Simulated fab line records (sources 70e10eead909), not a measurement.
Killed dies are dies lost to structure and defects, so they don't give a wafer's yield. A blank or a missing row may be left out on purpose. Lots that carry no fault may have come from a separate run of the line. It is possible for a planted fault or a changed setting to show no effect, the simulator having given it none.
The tool behind it: which one? | flow nand_harc | 7 lots, 21 wafers sampled, at 3 steps of a route of 1159

== WHAT EACH GAUGE READ, for each wafer ==
NHARC_A_M1_THK_MEAS_24: measures by xrf.
lot  | measured     | on            | thk_nm (nm)
L250 | day 17 18:39 | film_metro-01 | 153.7 154.8 151.9
L253 | day 18 06:01 | film_metro-01 | 152.4 154.9 154.3
L257 | day 19 04:52 | film_metro-02 | 155.8 154.5 155.0
L259 | day 19 14:52 | film_metro-01 | 155.9 153.6 155.4
L271 | day 23 04:53 | film_metro-02 | 153.6 153.1 155.6

== EACH LOT AND THE TOOL THAT RAN IT (in order: tool; ch and the chambers of the sampled wafers; start) ==
lot  | NHARC_A_STAIRCASE_ETCH_403          | NHARC_A_M1_ETCH_28
L250 | wet_bench-04 ch 0,1,7, day 14 00:17 | rie_diel-01 ch 0,1,3, day 17 18:39 or earlier
L253 | wet_bench-07 ch 1,2,5, day 14 09:44 | rie_diel-12 ch 0,2,3, day 18 06:01 or earlier
L257 | wet_bench-07 ch 1,5,7, day 15 09:25 | rie_diel-12 ch 0,1,2, day 19 04:52 or earlier
L259 | wet_bench-07 ch 1,3,6, day 15 20:23 | rie_diel-01 ch 0,1,2, day 19 14:52 or earlier
L258 | wet_bench-07 ch 2,3,5, day 16 06:34 | -
L265 | wet_bench-07 ch 3,4,7, day 17 00:05 | -
L271 | wet_bench-07 ch 0,2,3, day 18 20:07 | rie_diel-08 ch 1,2,3, day 23 04:53 or earlier
- NHARC_A_STAIRCASE_ETCH_403: etches SiO2 in dHF, target depth 108.2 nm.
- NHARC_A_M1_ETCH_28: etches the open film in CF4/N2, target depth 30 nm, time 72.99 s.

== THE ANSWER, worked out from the rows above alone ==
Rule: usual is defined by the lots themselves. Put in order of their means at a reading, lots are off if they are a third of the lots or fewer, leave a main group of 4 or more, and stand apart from it by a gap of 3 or more times the standard deviation of the main group's means; of several such gaps the widest counts. Not used: any main group whose means are identical at the precision the tables above print for the reading. Also off: a lot with no number at a reading for which 4 or more lots have one. All remaining lots with rows at the step are treated as sound.
None of the lots is off at any reading shown; this tells nothing.

== WHAT THE SIMULATOR HAD PUT IN ==
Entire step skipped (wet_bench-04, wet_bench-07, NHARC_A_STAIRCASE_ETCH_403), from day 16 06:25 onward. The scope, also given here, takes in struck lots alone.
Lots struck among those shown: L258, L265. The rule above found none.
